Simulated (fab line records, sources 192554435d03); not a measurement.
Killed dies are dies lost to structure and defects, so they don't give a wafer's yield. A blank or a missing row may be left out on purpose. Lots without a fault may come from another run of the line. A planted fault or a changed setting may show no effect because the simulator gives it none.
Chamber matching | flow n5_finfet | N5_BEOL_M10_DEP_56 on pecvd-04: 3 sister chambers
The step deposits SiCN from 3MS/NH3, target thk 15 nm, time 26.5 s. 3 wafers are shown with their chamber, then 7 later ones without.

WAFERS WITH THEIR CHAMBER
wafer  | chamber | throttle_valve_pct (%)
L081.2 | 2       | 8.8
L087.1 | 0       | 9.1
L087.2 | 1       | 11.2

WAFERS WITHOUT THEIR CHAMBER
wafer  | throttle_valve_pct (%)
L087.3 | 8.9
L087.4 | 10.8
L087.5 | 9.2
L087.6 | 9.1
L091.1 | 11.2
L091.4 | 11.3
L091.5 | 9.4

WHICH CHAMBER EACH WENT THROUGH
wafer  | from the rows above     | in truth
L087.3 | can't be placed: 2 or 0 | 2
L087.4 | 1                       | 1
L087.5 | can't be placed: 0 or 2 | 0
L087.6 | can't be placed: 0 or 2 | 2
L091.1 | 1                       | 1
L091.4 | 1                       | 1
L091.5 | can't be placed: 0 or 2 | 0
Placed correctly: 3 of 7. Can't be placed from these rows: 4 (the true chamber is among the candidates in 4). Placed wrongly: 0.
How it was worked out, from the rows above alone: a wafer's distance from a chamber is the root of the sum, over the readings, of the square of ((its reading less the chamber's mean) divided by the reading's scatter). The wafer belongs to the nearest chamber; if the next one is less than 2 further off, it can't be placed. A chamber's mean is the mean of its shown wafers. The scatter: with one shown wafer a chamber, the root of the mean of the squares of how far each hidden wafer lies from its nearest shown one.
